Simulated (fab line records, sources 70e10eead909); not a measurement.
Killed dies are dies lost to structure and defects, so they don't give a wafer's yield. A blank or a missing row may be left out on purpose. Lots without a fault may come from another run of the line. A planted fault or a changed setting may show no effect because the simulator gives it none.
A struck lot beside a sound one | flow nand_harc | 39 steps out of a route of 1159
Sound: wafers L373.2, L373.3, L373.6. Struck: wafer L389.2. (L389.4, L389.6 of the same lot were not struck and are left out.) The cause comes at the end.
At each step with rows: each side's tool, then ch and its chambers, then its first start. Under that, the readings that differ: sound wafers | struck wafers | difference of the means | sigmas: that difference in standard deviations of wafers without a fault.
alike: readings whose means differ by less than 2 such deviations, and words and numbers that are the same on both sides. not compared: withheld readings, readings that some wafer has no value for, bounds like >300 that may hide the same value, and numbers for which the record gives no deviation and whose values overlap.
The two part at a step that has a row with sigmas, a row that says differs or no value, or rows on one side only. Numbers that don't overlap but have no deviation are shown without sigmas and don't part them. A reading that every wafer of one side lacks parts them only if that side has two wafers or more.

first, 2 steps without rows for these wafers: NHARC_P_BONDPAD_HARDBAKE_10 (time 65 s); NHARC_P_BONDPAD_DESCUM_11 (chemistry O2, time 3 s).
NHARC_P_BONDPAD_ETCH_37: etches the open film in N2/H2, target depth 60 nm, overetch 18 nm, time 65.91 s.
  sound on rie_diel-04 ch 1,2,3, day 6 20:40; struck on rie_diel-04 ch 1, day 10 11:44
  alike: chamber_pressure_mTorr, drypump_motor_current_A, n2_flow_sccm, oes_product_au, rf_vpp_V, showerhead_plenum_p_Torr, throttle_valve_pct
  not compared: rf_hours_counter_h
NHARC_P_BONDPAD_ETCH_12: etches the open film in CHF3/O2, target depth 200 nm, time 100 s.
  sound on rie_diel-04 ch 0,1; struck on rie_diel-04 ch 2
  reading                     | sound       | struck | difference | sigmas
  drypump_motor_current_A (A) | 5.7 5.6 5.6 | 6.3    | +0.7       | +2
  alike: chamber_pressure_mTorr, oes_product_au, rf_vpp_V, showerhead_plenum_p_Torr, throttle_valve_pct
  not compared: rf_hours_counter_h
NHARC_P_BONDPAD_CD_MEAS_13:
  sound on cd_sem-03, day 6 20:53; struck on cd_sem-03, day 10 11:58
  alike: cd_nm
NHARC_P_BONDPAD_STRIP_15: strips in O2.
  sound on rie_diel-04 ch 0,3, day 6 20:59; struck on rie_diel-02 ch 3, day 10 12:02
  reading               | sound             | struck | difference | sigmas
  oes_product_au (a.u.) | 0.995 0.998 1.001 | 1.018  | +0.020     | +3
  rf_vpp_V (V)          | 56.9 56.3 57.2    | 59.2   | +2.4       | +3
  alike: chamber_pressure_mTorr, drypump_motor_current_A, showerhead_plenum_p_Torr, throttle_valve_pct
  not compared: rf_hours_counter_h
then, 6 steps without rows for these wafers: NHARC_P_BONDPAD_ETCH_24 (etches the open film in CF4/N2, target depth 30 nm, time 72.99 s); NHARC_P_BONDPAD_STRIP_16 (strips in post etch residue remover, time 600 s); NHARC_P_BONDPAD_DEGAS_25 (time 60 s); NHARC_P_BONDPAD_PRE_CLEAN_26 (time 30 s); NHARC_P_BONDPAD_PVD_17 (deposits TaN, target thk 5 nm, time 8.06 s); NHARC_P_BONDPAD_PVD_27 (deposits Cu, target thk 30 nm, time 20.49 s).
NHARC_P_BONDPAD_ECD_18: material Cu, target thk 400 nm.
  sound on ecd_cu-01 ch 0,1, day 6 21:58; struck on ecd_cu-01 ch 0,1, day 10 12:58
then, 1 step without rows for these wafers: NHARC_P_BONDPAD_ANNEAL_28 (time 90 s).
NHARC_P_BONDPAD_CMP_19: polishes, t overpolish 30 s, cu recess touch 16 s, target thk 160.81 nm.
  sound on cmp-01 ch 1,2, day 6 22:40; struck on cmp-03 ch 0, day 10 13:52
  reading             | sound          | struck | difference | sigmas
  motor_current_A (A) | 12.2 14.5 14.2 | 9.8    | -3.8       | -3
  alike: overpolish_run_s
then, 1 step without rows for these wafers: NHARC_P_BONDPAD_SRD_21 (time 30 s, dry time 20 s).
NHARC_P_BONDPAD_INSPECT_23:
  sound on defect_inspect-01, day 6 23:11; struck on defect_inspect-01, day 10 14:26
  alike: raw_defect_count
then, 3 steps without rows for these wafers: NHARC_P_BONDPAD_ACTIVATE_29 (chemistry N2, time 60 s); NHARC_P_BONDPAD_PRECLEAN_30 (cleans in DIW, time 300 s); NHARC_P_BONDPAD_SRD_31 (time 30 s, dry time 20 s).
NHARC_A_START_INSPECT_01:
  the record has rows for the sound wafers here (defect_inspect-02, day 6 23:40) and none for the struck ones
then, 11 steps without rows for these wafers: NHARC_A_ZERO_WELL_PRECLEAN_00 (cleans in SPM, time 600 s); NHARC_A_ZERO_WELL_SRD_01; NHARC_A_ZERO_WELL_DEHYDRATE_02 (time 120 s); NHARC_A_ZERO_WELL_HMDS_03 (time 30 s); NHARC_A_ZERO_WELL_COAT_18 (time 65 s); NHARC_A_ZERO_WELL_COAT_04 (resist thk 600 nm); NHARC_A_ZERO_WELL_SOFTBAKE_05 (time 70 s); NHARC_A_ZERO_WELL_EBR_06; NHARC_A_ZERO_WELL_EXPOSE_07 (exposes mask A ZERO); NHARC_A_ZERO_WELL_PEB_08 (peb time 80 s); NHARC_A_ZERO_WELL_DEVELOP_09 (time 50 s).
NHARC_A_ZERO_WELL_CD_MEAS_10: target cd 2000 nm.
  the record has rows for the sound wafers here (cd_sem-03 ch 0, day 7 00:30) and none for the struck ones
then, 3 steps without rows for these wafers: NHARC_A_ZERO_WELL_HARDBAKE_11 (time 65 s); NHARC_A_ZERO_WELL_DESCUM_12 (chemistry O2, time 3 s); NHARC_A_ZERO_WELL_ETCH_19 (etches the open film in N2/H2, target depth 80 nm, overetch 24 nm, time 87.88 s).
NHARC_A_ZERO_WELL_ETCH_13: etches the open film in HBr/Cl2, target depth 120 nm, time 40.1 s.
  the record has rows for the sound wafers here (rie_si-04 ch 0,3, day 7 00:52) and none for the struck ones
then, 1 step without rows for these wafers: NHARC_A_ZERO_WELL_STRIP_14 (strips in SPM, time 900 s).
-- the record jumps here: 13 days lie between the struck wafers' starts before and after (it left off in module A_ZERO_WELL and takes up again in module END, whose first step shown is number 1159 of the route) --
NHARC_END_SORT_01:
  sound on prober-02 ch 0, day 19 11:14; struck on prober-02 ch 0, day 23 13:20
  reading                  | sound           | struck | difference | sigmas
  defect_limited_yield (%) | 95.7 95.7 95.7  | 1.0    | -94.7      | -73
  killed_at_periphery      | 4 3 5           | 633    | +629       | +99 or more
  killed_dies              | 29 29 29        | 670    | +641       | +72
  killed_short             | 2 0 3           | 6      | +4         | +2
  sort_bin_2_pct (%)       | 1.6 1.3 1.9     | 95.1   | +93.5      | +99 or more
  sort_n_pass              | 648 648 648     | 7      | -641       | -72
  sort_rim_yield_pct (%)   | 97.2 100.0 94.3 | 0.9    | -96.3      | -39
  sort_yield_pct (%)       | 95.7 95.7 95.7  | 1.0    | -94.7      | -73
  alike: killed_at_array, killed_at_other, killed_open, sort_bin_3_pct, sort_bin_4_pct

WHERE THEY PART
First at NHARC_P_BONDPAD_ETCH_12; last, within this record, at NHARC_END_SORT_01.

WHY: what the simulator had put in
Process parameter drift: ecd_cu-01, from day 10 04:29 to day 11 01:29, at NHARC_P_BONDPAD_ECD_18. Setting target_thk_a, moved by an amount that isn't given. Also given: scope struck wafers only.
